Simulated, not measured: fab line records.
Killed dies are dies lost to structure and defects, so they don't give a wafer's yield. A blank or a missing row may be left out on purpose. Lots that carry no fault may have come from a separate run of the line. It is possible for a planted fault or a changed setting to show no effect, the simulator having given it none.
fab line records | flow nandHarc
record lots=24 | wafers=72 | lastDay=34
route steps=1302 shown P_CONTACT@219 P_M2@348 P_BONDPAD@370
lots untouched by any fault: they come from a run of this same line in which no faults occurred
startH: the number of hours between the record's first day and the start of the first shown wafer of the lot | waitH: hours since the lot's step before | " identical to the entry in the row above | L1.1+2: one row covering several wafers at once | - value missing, or start not given | * or withheld: withheld | < > ~ a bound
route shown NAME@n: a module of which the file shows steps, and the number in the route of the first | usual: mean/standard deviation of fault-free wafers | same: alike in all rows | chamber/n: place in a boat | sites: the reading at each site | _std_site: standard deviation across them | _edge_site: the outer-site mean with the inner-site mean subtracted | radiusMm: how far each site lies from the wafer's centre | mask NAME#n: copy n | behind: the last tool/chamber to shape the wafer | hold: the reason the lot was held/the length of the hold in hours/how it ended | device: names the non-switching transistor (n, p or np) | end of line: tests of these same wafers at the route's end | step lacking rows: just its recipe | killed: dies lost to structure and defects at the first sort, not the wafer's yield | map: a wafer's dies, x killed, . not, _ none there
set.NAME: the setting as run; set.NAME@STEP: as run at that earlier step | model.NAME: the simulator's own value behind a step, which no gauge read
steps of the route over a sample of lots; a table a step, a row a wafer
services: the hour from which a tool's chamber was out of use, counted from the record's first day as startH (under 0 if before that day), plus the number of hours and why
## steps
# step NHARC_P_CONTACT_CMP_01
# recipe targetThkNm=200 | material=SiO2
# usual motorCurrentA=12.0/1.9
lot.wafer | tool   | chamber | startH | waitH | motorCurrentA
L074.3    | cmp-02 | 0       | 120.59 | -     | 11.5
L074.2    | "      | 1       | "      | "     | 10.1
L074.6    | "      | 3       | "      | "     | 13.3
L075.2    | cmp-04 | 1       | 123.18 | -     | 9.5
L075.6    | "      | 2       | "      | "     | 9.8
L075.5    | "      | 3       | "      | "     | 15.8
L076.1    | cmp-04 | 3       | 141.26 | -     | 15.2
L076.3    | "      | 2       | "      | "     | 9.9
L076.5    | "      | 0       | "      | "     | 13.2
L077.2    | cmp-04 | 0       | 142.26 | -     | 13.3
L077.5    | "      | 3       | "      | "     | 16.0
L077.6    | "      | 0       | "      | "     | 13.6
L078.2    | cmp-04 | 3       | 152.47 | -     | 15.6
L078.5    | "      | 3       | "      | "     | 16.0
L078.6    | "      | 0       | "      | "     | 12.4
L079.1    | cmp-02 | 1       | 168.67 | -     | 10.1
L079.5    | "      | 2       | "      | "     | 11.6
L079.6    | "      | 3       | "      | "     | 12.6
L080.2    | cmp-01 | 2       | 175.86 | -     | 11.2
L080.1    | "      | 0       | "      | "     | 11.5
L080.6    | "      | 3       | "      | "     | 11.0
L081.3    | cmp-02 | 3       | 182.10 | -     | 13.2
L081.2    | "      | 0       | "      | "     | 11.0
L081.5    | "      | 3       | "      | "     | 12.9
L082.4    | cmp-04 | 2       | 193.86 | -     | 9.9
L082.1    | "      | 0       | "      | "     | 13.5
L082.5    | "      | 3       | "      | "     | 16.2
L083.3    | cmp-04 | 3       | 200.90 | -     | 15.8
L083.1    | "      | 0       | "      | "     | 13.8
L083.6    | "      | 3       | "      | "     | 16.0
L084.3    | cmp-02 | 2       | 212.86 | -     | 12.0
L084.6    | "      | 1       | "      | "     | 9.7
L084.5    | "      | 2       | "      | "     | 11.6
L085.2    | cmp-04 | 2       | 229.43 | -     | 10.3
L085.1    | "      | 3       | "      | "     | 16.0
L085.3    | "      | 1       | "      | "     | 10.1
L086.2    | cmp-01 | 1       | 234.20 | -     | 11.9
L086.1    | "      | 3       | "      | "     | 10.7
L086.6    | "      | 0       | "      | "     | 11.6
L087.2    | cmp-04 | 1       | 262.20 | -     | 10.5
L087.5    | "      | 2       | "      | "     | 10.5
L087.6    | "      | 3       | "      | "     | 15.9
L089.1    | cmp-04 | 1       | 262.70 | -     | 10.2
L089.3    | "      | 0       | "      | "     | 13.6
L089.5    | "      | 1       | "      | "     | 9.7
L088.1    | cmp-02 | 2       | 263.46 | -     | 11.6
L088.3    | "      | 3       | "      | "     | 13.2
L088.2    | "      | 1       | "      | "     | 10.4
L090.4    | cmp-02 | 2       | 272.87 | -     | 12.2
L090.3    | "      | 3       | "      | "     | 12.9
L090.6    | "      | 2       | "      | "     | 12.5
L091.2    | cmp-02 | 2       | 284.79 | -     | 11.6
L091.5    | "      | 1       | "      | "     | 9.7
L091.6    | "      | 2       | "      | "     | 12.3
L092.1    | cmp-01 | 1       | 296.84 | -     | 12.0
L092.5    | "      | 1       | "      | "     | 11.9
L092.6    | "      | 2       | "      | "     | 11.0
L093.3    | cmp-01 | 2       | 305.15 | -     | 10.9
L093.1    | "      | 3       | "      | "     | 10.6
L093.6    | "      | 2       | "      | "     | 11.1
L094.4    | cmp-04 | 0       | 332.01 | -     | 13.4
L094.3    | "      | 1       | "      | "     | 10.3
L094.1    | "      | 2       | "      | "     | 9.6
L095.3    | cmp-02 | 2       | 337.22 | -     | 12.0
L095.1    | "      | 3       | "      | "     | 13.2
L095.2    | "      | 1       | "      | "     | 10.3
L096.4    | cmp-04 | 3       | 338.67 | -     | 16.0
L096.3    | "      | 1       | "      | "     | 9.9
L096.5    | "      | 2       | "      | "     | 10.2
L097.1    | cmp-01 | 3       | 357.59 | -     | 10.8
L097.5    | "      | 3       | "      | "     | 10.8
L097.6    | "      | 0       | "      | "     | 11.3
# step NHARC_P_CONTACT_CVD_23
# recipe targetThkA=2000 | tempC=300 | pressureTorr=40 | wf6FlowSccm=40 | h2FlowSccm=1600 | arFlowSccm=1560 | timeS=557 | material=W
# usual heaterPowerW=454/31 | mfcArSccm=1560/5.2 | throttleValvePct=7.9/0.34
lot.wafer | tool    | chamber | startH | waitH | heaterPowerW | mfcArSccm | throttleValvePct
L074.2    | cvdW-02 | 0       | -      | -     | 456          | 1558      | 8.3
L074.3    | "       | 1       | "      | "     | 409          | 1563      | 7.4
L074.6    | "       | 1       | "      | "     | 416          | 1567      | 7.4
L075.2    | cvdW-02 | 0       | -      | -     | 450          | 1562      | 8.1
L075.5    | "       | 1       | "      | "     | 420          | 1569      | 7.4
L075.6    | "       | 0       | "      | "     | 463          | 1559      | 8.5
L076.1    | cvdW-01 | 1       | -      | -     | 443          | 1553      | 8.2
L076.3    | "       | 0       | "      | "     | 510          | 1552      | 7.5
L076.5    | "       | 1       | "      | "     | 439          | 1549      | 8.0
L077.2    | cvdW-02 | 1       | -      | -     | 407          | 1561      | 7.5
L077.6    | "       | 0       | "      | "     | 467          | 1567      | 8.1
L077.5    | "       | 1       | "      | "     | 419          | 1566      | 7.6
L078.2    | cvdW-02 | 1       | -      | -     | 416          | 1559      | 7.6
L078.6    | "       | 1       | "      | "     | 417          | 1554      | 7.2
L078.5    | "       | 0       | "      | "     | 451          | 1563      | 8.3
L079.1    | cvdW-02 | 1       | -      | -     | 416          | 1570      | 7.5
L079.5    | "       | 0       | "      | "     | 472          | 1558      | 8.2
L079.6    | "       | 1       | "      | "     | 414          | 1559      | 7.4
L080.1    | cvdW-01 | 1       | -      | -     | 440          | 1556      | 7.9
L080.2    | "       | 0       | "      | "     | 512          | 1563      | 7.8
L080.6    | "       | 1       | "      | "     | 440          | 1558      | 8.0
L081.2    | cvdW-01 | 1       | -      | -     | 455          | 1561      | 8.1
L081.3    | "       | 1       | "      | "     | 432          | 1557      | 7.9
L081.5    | "       | 0       | "      | "     | 510          | 1566      | 7.7
L082.1    | cvdW-02 | 1       | -      | -     | 411          | 1568      | 7.5
L082.4    | "       | 0       | "      | "     | 464          | 1556      | 8.1
L082.5    | "       | 1       | "      | "     | 420          | 1565      | 7.5
L083.1    | cvdW-02 | 1       | -      | -     | 409          | 1559      | 7.7
L083.3    | "       | 0       | "      | "     | 451          | 1554      | 8.4
L083.6    | "       | 1       | "      | "     | 407          | 1557      | 7.4
L084.3    | cvdW-01 | 1       | -      | -     | 439          | 1558      | 7.9
L084.6    | "       | 0       | "      | "     | 512          | 1552      | 7.8
L084.5    | "       | 1       | "      | "     | 437          | 1565      | 7.9
L085.1    | cvdW-01 | 0       | -      | -     | 494          | 1560      | 7.6
L085.2    | "       | 1       | "      | "     | 435          | 1565      | 7.8
L085.3    | "       | 0       | "      | "     | 498          | 1558      | 7.8
L086.2    | cvdW-02 | 0       | -      | -     | 467          | 1560      | 8.3
L086.1    | "       | 1       | "      | "     | 413          | 1560      | 7.6
L086.6    | "       | 0       | "      | "     | 465          | 1572      | 8.2
L087.2    | cvdW-01 | 0       | -      | -     | 490          | 1558      | 7.8
L087.6    | "       | 0       | "      | "     | 498          | 1563      | 8.0
L087.5    | "       | 1       | "      | "     | 447          | 1568      | 7.7
L089.1    | cvdW-02 | 0       | -      | -     | 467          | 1560      | 8.4
L089.3    | "       | 0       | "      | "     | 461          | 1557      | 8.4
L089.5    | "       | 0       | "      | "     | 461          | 1558      | 8.1
L088.1    | cvdW-02 | 0       | -      | -     | 452          | 1558      | 8.3
L088.2    | "       | 1       | "      | "     | 410          | 1551      | 7.4
L088.3    | "       | 1       | "      | "     | 420          | 1556      | 7.7
L090.4    | cvdW-01 | 1       | -      | -     | 454          | 1553      | 7.9
L090.3    | "       | 0       | "      | "     | 488          | 1555      | 7.6
L090.6    | "       | 0       | "      | "     | 501          | 1550      | 7.7
L091.2    | cvdW-02 | 0       | -      | -     | 472          | 1560      | 8.0
L091.6    | "       | 0       | "      | "     | 472          | 1569      | 8.3
L091.5    | "       | 1       | "      | "     | 424          | 1558      | 7.3
L092.1    | cvdW-01 | 0       | -      | -     | 502          | 1557      | 7.9
L092.6    | "       | 1       | "      | "     | 450          | 1554      | 7.9
L092.5    | "       | 0       | "      | "     | 496          | 1557      | 7.7
L093.1    | cvdW-01 | 0       | -      | -     | 503          | 1562      | 7.6
L093.3    | "       | 0       | "      | "     | 499          | 1556      | 7.8
L093.6    | "       | 1       | "      | "     | 444          | 1559      | 8.1
L094.1    | cvdW-01 | 0       | -      | -     | 501          | 1561      | 7.7
L094.3    | "       | 1       | "      | "     | 446          | 1566      | 8.0
L094.4    | "       | 0       | "      | "     | 480          | 1557      | 7.7
L095.2    | cvdW-02 | 0       | -      | -     | 473          | 1559      | 8.0
L095.1    | "       | 1       | "      | "     | 420          | 1560      | 7.4
L095.3    | "       | 0       | "      | "     | 466          | 1560      | 8.5
L096.4    | cvdW-01 | 0       | -      | -     | 504          | 1554      | 7.7
L096.3    | "       | 1       | "      | "     | 447          | 1562      | 8.0
L096.5    | "       | 0       | "      | "     | 498          | 1561      | 7.8
L097.1    | cvdW-02 | 1       | -      | -     | 416          | 1552      | 7.5
L097.5    | "       | 0       | "      | "     | 457          | 1548      | 8.4
L097.6    | "       | 1       | "      | "     | 429          | 1559      | 7.6
# step NHARC_P_CONTACT_INSPECT_27
# usual rawDefectCount=308/140
lot.wafer | tool             | chamber | startH | waitH | rawDefectCount
L074.2    | defectInspect-02 | -       | 124.67 | 0.1   | 399
L074.3    | "                | -       | "      | "     | 321
L074.6    | "                | -       | "      | "     | 267
L075.2    | defectInspect-01 | -       | 127.68 | 0.1   | 165
L075.5    | "                | -       | "      | "     | 251
L075.6    | "                | -       | "      | "     | 332
L076.1    | defectInspect-02 | -       | 145.39 | 0.1   | 335
L076.3    | "                | -       | "      | "     | 122
L076.5    | "                | -       | "      | "     | 254
L077.2    | defectInspect-02 | -       | 146.73 | 0.1   | 149
L077.5    | "                | -       | "      | "     | 255
L077.6    | "                | -       | "      | "     | 174
L078.2    | defectInspect-01 | -       | 156.59 | 0.1   | 308
L078.5    | "                | -       | "      | "     | 282
L078.6    | "                | -       | "      | "     | 355
L079.1    | defectInspect-01 | -       | 172.77 | 0.1   | 205
L079.5    | "                | -       | "      | "     | 185
L079.6    | "                | -       | "      | "     | 92
L080.1    | defectInspect-01 | -       | 179.95 | 0.1   | 347
L080.2    | "                | -       | "      | "     | 163
L080.6    | "                | -       | "      | "     | 137
L081.2    | defectInspect-02 | -       | 186.07 | 0.1   | 449
L081.3    | "                | -       | "      | "     | 459
L081.5    | "                | -       | "      | "     | 246
L082.1    | defectInspect-02 | -       | 197.97 | 0.1   | 305
L082.4    | "                | -       | "      | "     | 279
L082.5    | "                | -       | "      | "     | 275
L083.1    | defectInspect-01 | -       | 204.88 | 0.1   | 258
L083.3    | "                | -       | "      | "     | 434
L083.6    | "                | -       | "      | "     | 307
L084.3    | defectInspect-01 | -       | 216.98 | 0.1   | 412
L084.5    | "                | -       | "      | "     | 117
L084.6    | "                | -       | "      | "     | 176
L085.1    | defectInspect-01 | -       | 233.67 | 0.1   | 326
L085.2    | "                | -       | "      | "     | 483
L085.3    | "                | -       | "      | "     | 214
L086.1    | defectInspect-01 | -       | 238.93 | 0.1   | 294
L086.2    | "                | -       | "      | "     | 368
L086.6    | "                | -       | "      | "     | 257
L087.2    | defectInspect-02 | -       | 266.26 | 0.1   | 284
L087.5    | "                | -       | "      | "     | 196
L087.6    | "                | -       | "      | "     | 163
L089.1    | defectInspect-01 | -       | 266.82 | 0.1   | 271
L089.3    | "                | -       | "      | "     | 205
L089.5    | "                | -       | "      | "     | 295
L088.1    | defectInspect-02 | -       | 267.63 | 0.1   | 673
L088.2    | "                | -       | "      | "     | 325
L088.3    | "                | -       | "      | "     | 398
L090.3    | defectInspect-01 | -       | 277.09 | 0.1   | 329
L090.4    | "                | -       | "      | "     | 339
L090.6    | "                | -       | "      | "     | 414
L091.2    | defectInspect-02 | -       | 288.90 | 0.1   | 301
L091.5    | "                | -       | "      | "     | 369
L091.6    | "                | -       | "      | "     | 446
L092.1    | defectInspect-01 | -       | 300.95 | 0.1   | 247
L092.5    | "                | -       | "      | "     | 484
L092.6    | "                | -       | "      | "     | 238
L093.1    | defectInspect-01 | -       | 309.26 | 0.1   | 149
L093.3    | "                | -       | "      | "     | 181
L093.6    | "                | -       | "      | "     | 259
L094.1    | defectInspect-02 | -       | 336.16 | 0.1   | 146
L094.3    | "                | -       | "      | "     | 216
L094.4    | "                | -       | "      | "     | 215
L095.1    | defectInspect-01 | -       | 341.30 | 0.1   | 509
L095.2    | "                | -       | "      | "     | 458
L095.3    | "                | -       | "      | "     | 311
L096.3    | defectInspect-02 | -       | 342.78 | 0.1   | 427
L096.4    | "                | -       | "      | "     | 235
L096.5    | "                | -       | "      | "     | 478
L097.1    | defectInspect-02 | -       | 361.57 | 0.1   | 421
L097.5    | "                | -       | "      | "     | 339
L097.6    | "                | -       | "      | "     | 341
# step NHARC_P_M2_INSPECT_27
# usual rawDefectCount=352/130
lot.wafer | tool             | chamber | startH | waitH | rawDefectCount
L074.2    | defectInspect-02 | -       | 137.83 | 0.0   | 313
L074.3    | "                | -       | "      | "     | 468
L074.6    | "                | -       | "      | "     | 230
L075.2    | defectInspect-01 | -       | 139.89 | 0.0   | 635
L075.5    | "                | -       | "      | "     | 489
L075.6    | "                | -       | "      | "     | 589
L076.1    | defectInspect-02 | -       | 157.02 | 0.0   | 398
L076.3    | "                | -       | "      | "     | 207
L076.5    | "                | -       | "      | "     | 295
L077.2    | defectInspect-01 | -       | 158.60 | 0.0   | 337
L077.5    | "                | -       | "      | "     | 173
L077.6    | "                | -       | "      | "     | 219
L078.2    | defectInspect-02 | -       | 168.48 | 0.0   | 270
L078.5    | "                | -       | "      | "     | 441
L078.6    | "                | -       | "      | "     | 253
L079.1    | defectInspect-02 | -       | 184.59 | 0.0   | 725
L079.5    | "                | -       | "      | "     | 342
L079.6    | "                | -       | "      | "     | 579
L080.1    | defectInspect-01 | -       | 192.26 | 0.0   | 288
L080.2    | "                | -       | "      | "     | 282
L080.6    | "                | -       | "      | "     | 343
L081.2    | defectInspect-01 | -       | 199.04 | 0.0   | 634
L081.3    | "                | -       | "      | "     | 526
L081.5    | "                | -       | "      | "     | 479
L082.1    | defectInspect-02 | -       | 210.30 | 0.0   | 250
L082.4    | "                | -       | "      | "     | 208
L082.5    | "                | -       | "      | "     | 296
L083.1    | defectInspect-02 | -       | 216.85 | 0.0   | 268
L083.3    | "                | -       | "      | "     | 222
L083.6    | "                | -       | "      | "     | 222
L084.3    | defectInspect-02 | -       | 228.76 | 0.0   | 332
L084.5    | "                | -       | "      | "     | 186
L084.6    | "                | -       | "      | "     | 259
L085.1    | defectInspect-02 | -       | 245.47 | 0.1   | 236
L085.2    | "                | -       | "      | "     | 407
L085.3    | "                | -       | "      | "     | 397
L086.1    | defectInspect-02 | -       | 251.19 | 0.0   | 250
L086.2    | "                | -       | "      | "     | 416
L086.6    | "                | -       | "      | "     | 314
L087.2    | defectInspect-01 | -       | 278.17 | 0.0   | 188
L087.5    | "                | -       | "      | "     | 213
L087.6    | "                | -       | "      | "     | 371
L089.1    | defectInspect-02 | -       | 278.85 | 0.0   | 285
L089.3    | "                | -       | "      | "     | 384
L089.5    | "                | -       | "      | "     | 424
L088.1    | defectInspect-02 | -       | 279.55 | 0.0   | 297
L088.2    | "                | -       | "      | "     | 207
L088.3    | "                | -       | "      | "     | 331
L090.3    | defectInspect-01 | -       | 288.99 | 0.0   | 256
L090.4    | "                | -       | "      | "     | 205
L090.6    | "                | -       | "      | "     | 295
L091.2    | defectInspect-02 | -       | 300.89 | 0.0   | 201
L091.5    | "                | -       | "      | "     | 336
L091.6    | "                | -       | "      | "     | 284
L092.1    | defectInspect-01 | -       | 312.85 | 0.0   | 341
L092.5    | "                | -       | "      | "     | 397
L092.6    | "                | -       | "      | "     | 172
L093.1    | defectInspect-02 | -       | 321.47 | 0.0   | 332
L093.3    | "                | -       | "      | "     | 363
L093.6    | "                | -       | "      | "     | 428
L094.1    | defectInspect-01 | -       | 347.87 | 0.0   | 760
L094.3    | "                | -       | "      | "     | 487
L094.4    | "                | -       | "      | "     | 467
L095.1    | defectInspect-01 | -       | 353.18 | 0.1   | 335
L095.2    | "                | -       | "      | "     | 716
L095.3    | "                | -       | "      | "     | 314
L096.3    | defectInspect-01 | -       | 354.80 | 0.0   | 444
L096.4    | "                | -       | "      | "     | 338
L096.5    | "                | -       | "      | "     | 190
L097.1    | defectInspect-02 | -       | 373.77 | 0.0   | 386
L097.5    | "                | -       | "      | "     | 202
L097.6    | "                | -       | "      | "     | 384
# step NHARC_P_M2_DEP_33
# recipe targetThkA=300 | tempC=370 | targetThkNm=30 | pressureTorr=3 | flowSccm=200 | rfW=450 | material=SiCN
# usual heaterPowerW=582/80
lot.wafer | tool     | chamber | startH | waitH | heaterPowerW
L074.3    | pecvd-02 | 0       | 137.98 | 0.1   | 564
L074.2    | "        | 2       | "      | "     | 587
L074.6    | "        | 0       | "      | "     | 537
L075.2    | pecvd-04 | 2       | 140.12 | 0.1   | 477
L075.5    | "        | 1       | "      | "     | 598
L075.6    | "        | 2       | "      | "     | 482
L076.1    | pecvd-02 | 1       | 157.17 | 0.1   | 715
L076.3    | "        | 2       | "      | "     | 595
L076.5    | "        | 0       | "      | "     | 564
L077.2    | pecvd-02 | 1       | 158.84 | 0.1   | 662
L077.6    | "        | 2       | "      | "     | 486
L077.5    | "        | 0       | "      | "     | 503
L078.2    | pecvd-02 | 1       | 168.67 | 0.1   | 672
L078.5    | "        | 1       | "      | "     | 668
L078.6    | "        | 2       | "      | "     | 588
L079.1    | pecvd-01 | 1       | 184.74 | 0.1   | 520
L079.5    | "        | 1       | "      | "     | 518
L079.6    | "        | 2       | "      | "     | 517
L080.2    | pecvd-01 | 1       | 192.41 | 0.1   | 537
L080.1    | "        | 0       | "      | "     | 637
L080.6    | "        | 0       | "      | "     | 659
L081.3    | pecvd-01 | 0       | 199.19 | 0.1   | 776
L081.2    | "        | 2       | "      | "     | 523
L081.5    | "        | 0       | "      | "     | 778
L082.1    | pecvd-02 | 2       | 210.61 | 0.2   | 541
L082.4    | "        | 2       | "      | "     | 543
L082.5    | "        | 2       | "      | "     | 536
L083.3    | pecvd-01 | 2       | 216.99 | 0.1   | 567
L083.1    | "        | 1       | "      | "     | 559
L083.6    | "        | 0       | "      | "     | 745
L084.3    | pecvd-04 | 2       | 228.95 | 0.1   | 464
L084.5    | "        | 1       | "      | "     | 554
L084.6    | "        | 0       | "      | "     | 722
L085.1    | pecvd-02 | 1       | 245.61 | 0.1   | 647
L085.2    | "        | 2       | "      | "     | 610
L085.3    | "        | 0       | "      | "     | 529
L086.1    | pecvd-02 | 2       | 251.38 | 0.1   | 543
L086.2    | "        | 0       | "      | "     | 530
L086.6    | "        | 1       | "      | "     | 589
L087.2    | pecvd-01 | 0       | 278.47 | 0.1   | 668
L087.5    | "        | 0       | "      | "     | 669
L087.6    | "        | 2       | "      | "     | 581
L089.3    | pecvd-01 | 1       | 278.99 | 0.1   | 498
L089.1    | "        | 2       | "      | "     | 485
L089.5    | "        | 1       | "      | "     | 494
L088.2    | pecvd-02 | 1       | 279.70 | 0.1   | 572
L088.1    | "        | 2       | "      | "     | 513
L088.3    | "        | 0       | "      | "     | 515
L090.3    | pecvd-02 | 0       | 289.23 | 0.1   | 432
L090.6    | "        | 2       | "      | "     | 600
L090.4    | "        | 0       | "      | "     | 440
L091.2    | pecvd-04 | 1       | 301.08 | 0.1   | 509
L091.5    | "        | 0       | "      | "     | 662
L091.6    | "        | 2       | "      | "     | 567
L092.1    | pecvd-02 | 0       | 313.03 | 0.1   | 521
L092.5    | "        | 0       | "      | "     | 518
L092.6    | "        | 2       | "      | "     | 509
L093.1    | pecvd-02 | 0       | 321.72 | 0.1   | 530
L093.3    | "        | 2       | "      | "     | 494
L093.6    | "        | 2       | "      | "     | 511
L094.3    | pecvd-01 | 0       | 348.02 | 0.1   | 685
L094.1    | "        | 1       | "      | "     | 587
L094.4    | "        | 0       | "      | "     | 679
L095.1    | pecvd-01 | 1       | 353.34 | 0.1   | 594
L095.2    | "        | 2       | "      | "     | 612
L095.3    | "        | 0       | "      | "     | 751
L096.3    | pecvd-01 | 1       | 354.95 | 0.1   | 593
L096.5    | "        | 1       | "      | "     | 581
L096.4    | "        | 2       | "      | "     | 561
L097.1    | pecvd-01 | 2       | 373.92 | 0.1   | 562
L097.6    | "        | 2       | "      | "     | 573
L097.5    | "        | 0       | "      | "     | 784
# step NHARC_P_BONDPAD_CD_MEAS_13
# usual cdNm=500.4/2
lot.wafer | tool     | chamber | startH | waitH | cdNm
L074.2    | cdSem-03 | -       | 140.08 | -     | 501.4
L074.3    | "        | -       | "      | "     | 502.3
L074.6    | "        | -       | "      | "     | 504.9
L075.2    | cdSem-03 | -       | 142.27 | -     | 499.7
L075.5    | "        | -       | "      | "     | 497.7
L075.6    | "        | -       | "      | "     | 500.2
L076.1    | cdSem-01 | -       | 159.47 | 0.2   | 497.0
L076.3    | "        | -       | "      | "     | 500.3
L076.5    | "        | -       | "      | "     | 498.6
L077.2    | cdSem-03 | -       | 160.97 | -     | 500.3
L077.5    | "        | -       | "      | "     | 501.4
L077.6    | "        | -       | "      | "     | 502.0
L078.2    | cdSem-03 | -       | 170.67 | -     | 498.9
L078.5    | "        | -       | "      | "     | 497.9
L078.6    | "        | -       | "      | "     | 500.5
L079.1    | cdSem-03 | -       | 186.78 | -     | 502.0
L079.5    | "        | -       | "      | "     | 500.3
L079.6    | "        | -       | "      | "     | 500.9
L080.1    | cdSem-02 | -       | 194.54 | -     | 501.2
L080.2    | "        | -       | "      | "     | 498.6
L080.6    | "        | -       | "      | "     | 499.6
L081.2    | cdSem-01 | -       | 201.41 | -     | 497.2
L081.3    | "        | -       | "      | "     | 498.5
L081.5    | "        | -       | "      | "     | 497.9
L082.1    | cdSem-03 | -       | 213.27 | -     | 501.5
L082.4    | "        | -       | "      | "     | 501.3
L082.5    | "        | -       | "      | "     | 502.0
L083.1    | cdSem-03 | -       | 219.13 | -     | 499.7
L083.3    | "        | -       | "      | "     | 498.9
L083.6    | "        | -       | "      | "     | 499.0
L084.3    | cdSem-01 | -       | 231.06 | -     | 501.9
L084.5    | "        | -       | "      | "     | 497.3
L084.6    | "        | -       | "      | "     | 497.2
L085.1    | cdSem-02 | -       | 247.69 | -     | 501.9
L085.2    | "        | -       | "      | "     | 503.2
L085.3    | "        | -       | "      | "     | 504.2
L086.1    | cdSem-01 | -       | 253.42 | -     | 498.8
L086.2    | "        | -       | "      | "     | 501.2
L086.6    | "        | -       | "      | "     | 501.3
L087.2    | cdSem-01 | -       | 280.63 | -     | 501.4
L087.5    | "        | -       | "      | "     | 504.0
L087.6    | "        | -       | "      | "     | 499.8
L089.1    | cdSem-01 | -       | 281.13 | -     | 499.2
L089.3    | "        | -       | "      | "     | 502.4
L089.5    | "        | -       | "      | "     | 500.9
L088.1    | cdSem-01 | -       | 281.86 | -     | 502.5
L088.2    | "        | -       | "      | "     | 499.4
L088.3    | "        | -       | "      | "     | 501.3
L090.3    | cdSem-01 | -       | 291.18 | -     | 500.4
L090.4    | "        | -       | "      | "     | 504.3
L090.6    | "        | -       | "      | "     | 500.5
L091.2    | cdSem-02 | -       | 303.20 | -     | 499.4
L091.5    | "        | -       | "      | "     | 502.0
L091.6    | "        | -       | "      | "     | 501.2
L092.1    | cdSem-01 | -       | 315.59 | -     | 500.5
L092.5    | "        | -       | "      | "     | 497.5
L092.6    | "        | -       | "      | "     | 501.5
L093.1    | cdSem-03 | -       | 323.81 | -     | 503.7
L093.3    | "        | -       | "      | "     | 502.0
L093.6    | "        | -       | "      | "     | 504.8
L094.1    | cdSem-01 | -       | 350.24 | -     | 498.7
L094.3    | "        | -       | "      | "     | 497.9
L094.4    | "        | -       | "      | "     | 498.9
L095.1    | cdSem-01 | -       | 355.58 | -     | 499.3
L095.2    | "        | -       | "      | "     | 500.5
L095.3    | "        | -       | "      | "     | 500.9
L096.3    | cdSem-01 | -       | 357.12 | -     | 500.0
L096.4    | "        | -       | "      | "     | 501.3
L096.5    | "        | -       | "      | "     | 501.7
L097.1    | cdSem-02 | -       | 376.08 | -     | 501.6
L097.5    | "        | -       | "      | "     | 500.1
L097.6    | "        | -       | "      | "     | 500.5
## services
tool     | chamber | startH | hours | kind
cmp-02   | -       | 99.42  | 0.5   | repair
cmp-04   | -       | 114.94 | 4.0   | pm
cvdW-02  | -       | 119.32 | 0.7   | repair
pecvd-01 | -       | 130.00 | 13.0  | pm
cmp-02   | -       | 134.50 | 4.0   | pm
cvdW-01  | -       | 185.53 | 13.0  | pm
pecvd-02 | 1       | 196.74 | 14.1  | repair
pecvd-02 | 0       | 197.83 | 16.3  | repair
cmp-04   | -       | 212.94 | 4.0   | pm
pecvd-02 | -       | 227.00 | 13.0  | pm
cmp-04   | -       | 230.67 | 4.0   | repair
cmp-02   | -       | 232.50 | 4.0   | pm
cmp-04   | -       | 236.15 | 1.7   | repair
cmp-04   | -       | 248.57 | 2.8   | repair
cvdW-02  | -       | 269.00 | 13.0  | pm
cmp-02   | -       | 270.76 | 0.5   | repair
cmp-04   | -       | 310.94 | 4.0   | pm
pecvd-01 | -       | 311.00 | 13.0  | pm
pecvd-02 | 1       | 311.91 | 15.5  | repair
cvdW-01  | -       | 313.21 | 2.3   | repair
cmp-04   | -       | 330.28 | 1.3   | repair
pecvd-01 | -       | 341.16 | 1.4   | repair
cvdW-02  | 0       | 348.29 | 3.2   | repair
cvdW-01  | -       | 366.53 | 13.0  | pm
## key
fault none
